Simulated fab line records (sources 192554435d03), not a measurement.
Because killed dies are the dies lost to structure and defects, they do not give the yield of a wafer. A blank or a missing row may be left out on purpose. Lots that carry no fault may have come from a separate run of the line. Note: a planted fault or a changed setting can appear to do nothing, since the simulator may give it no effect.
Matching of chambers ; flow n5_finfet ; N5_BEOL_M0_SAQP_SPACER1_ETCHBACK_99 on rie_diel-05 has 4 sister chambers
The step etches SiO2 in CHF3/O2, target depth 15.4 nm, time 7.7 s. 4 wafers are shown with their chamber, then 8 later ones without.

== EACH WAFER AND ITS CHAMBER ==
wafer;chamber;drypump_motor_current_A (A)
L087.2;2;6.3
L087.3;1;5.2
L087.5;0;5.9
L090.1;3;4.7

== WAFERS MISSING THEIR CHAMBER ==
wafer;drypump_motor_current_A (A)
L090.5;5.9
L090.6;4.7
L093.1;4.7
L093.3;5.2
L093.5;4.7
L096.2;6.3
L096.4;4.7
L096.6;5.8

== EACH ONE'S CHAMBER ==
wafer;from the rows above;in truth
L090.5;0;0
L090.6;3;3
L093.1;3;3
L093.3;1;1
L093.5;3;3
L096.2;2;2
L096.4;3;3
L096.6;0;0
Correctly placed: 8 of 8. Not placeable from these rows: 0. Number placed wrongly: 0.
How it was worked out, from the rows above alone: a wafer's distance from a chamber is the root of the sum, over the readings, of the square of ((its reading less the chamber's mean) divided by the reading's scatter). If the next closest chamber is less than 2 further off than the closest, the wafer can't be placed; otherwise it belongs to the closest. Each chamber's mean is taken over the wafers shown for it. The scatter: root of mean squared gap, hidden wafer to nearest shown wafer, with one shown wafer a chamber.
